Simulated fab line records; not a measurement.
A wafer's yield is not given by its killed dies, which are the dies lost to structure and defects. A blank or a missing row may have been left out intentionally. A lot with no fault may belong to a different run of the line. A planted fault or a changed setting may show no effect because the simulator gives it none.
What tool caused it? || flow nand harc || 6 lots, 18 wafers sampled, at 3 steps of a route of 1159

## WHAT THE GAUGES READ, wafer by wafer
NHARC_P_STI_CD_MEAS_09: target cd 200 nm.
{"lot": "L737", "measured": "day 2 18:35", "on": "cd sem-03", "cd nm (nm)": "200.3 197.2 197.7"}
{"lot": "L742", "measured": "day 3 20:19", "on": "cd sem-03", "cd nm (nm)": "127.6 125.9 126.0"}
{"lot": "L748", "measured": "day 5 12:32", "on": "cd sem-02", "cd nm (nm)": "199.6 201.3 199.2"}
{"lot": "L754", "measured": "day 6 22:36", "on": "cd sem-02", "cd nm (nm)": "200.9 197.8 200.6"}
{"lot": "L756", "measured": "day 7 11:31", "on": "cd sem-01", "cd nm (nm)": "199.9 202.4 200.1"}
{"lot": "L758", "measured": "day 7 19:36", "on": "cd sem-03", "cd nm (nm)": "200.2 199.2 201.3"}

## WHICH TOOL RAN EACH LOT (tool, then ch and the chambers of the sampled wafers, then the start)
{"lot": "L737", "NHARC_P_ZERO_WELL_ETCH_65": "rie diel-01 ch 0,3, day 1 19:31", "NHARC_P_STI_PEB_07": "litho track-02 ch 0, day 2 18:30"}
{"lot": "L742", "NHARC_P_ZERO_WELL_ETCH_65": "rie diel-13 ch 0,2,3, day 3 01:32", "NHARC_P_STI_PEB_07": "litho track-02 ch 0, day 3 20:14"}
{"lot": "L748", "NHARC_P_ZERO_WELL_ETCH_65": "rie diel-01 ch 0,2,3, day 4 13:31", "NHARC_P_STI_PEB_07": "litho track-07 ch 0, day 5 12:28"}
{"lot": "L754", "NHARC_P_ZERO_WELL_ETCH_65": "rie diel-13 ch 1,2,3, day 6 01:28", "NHARC_P_STI_PEB_07": "litho track-07 ch 0, day 6 22:31"}
{"lot": "L756", "NHARC_P_ZERO_WELL_ETCH_65": "rie diel-13 ch 2,3, day 6 13:47", "NHARC_P_STI_PEB_07": "litho track-07 ch 0, day 7 11:26"}
{"lot": "L758", "NHARC_P_ZERO_WELL_ETCH_65": "rie diel-02 ch 2,3, day 7 01:32", "NHARC_P_STI_PEB_07": "litho track-07 ch 0, day 7 19:31"}
- NHARC_P_ZERO_WELL_ETCH_65: etches the open film in N2/H2, target depth 80 nm, overetch 24 nm, time 87.88 s.
- NHARC_P_STI_PEB_07: peb time 80 s.

## THE ANSWER, worked out from the rows above alone
Rule: the lots themselves supply what counts as usual. The widest of any qualifying gaps counts: lots, ordered by their means at a reading, are off when they make up no more than a third of the lots, leave a main group of 4 or more, and stand apart from it by 3 or more times the standard deviation of that group's means. A main group whose means are all the same, to the digits that the tables above print for the reading, isn't used. Also off: a lot with no number at a reading for which 4 or more lots have one. All remaining lots with rows at the step are treated as sound.
Off, at NHARC_P_STI_CD_MEAS_09 on cd nm: L742. Main group: mean 199.8 nm, sd 0.8.
A tool fits if, at a process step before that reading, it ran every lot that is off, and no sound lot after the first of them. The gauges at NHARC_P_STI_CD_MEAS_09 are tried like those tools. One fits: litho track-02 at NHARC_P_STI_PEB_07. Its last sound lot is L737 (day 2 18:30), its first lot that is off L742 (day 3 20:14): a fault that began between those two fits.

## WHAT THE SIMULATOR HAD INSERTED
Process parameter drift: litho track-02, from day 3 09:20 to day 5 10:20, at NHARC_P_STI_PEB_07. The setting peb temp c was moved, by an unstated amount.
Lots struck among those shown: L742. This agrees with what the rule above found.
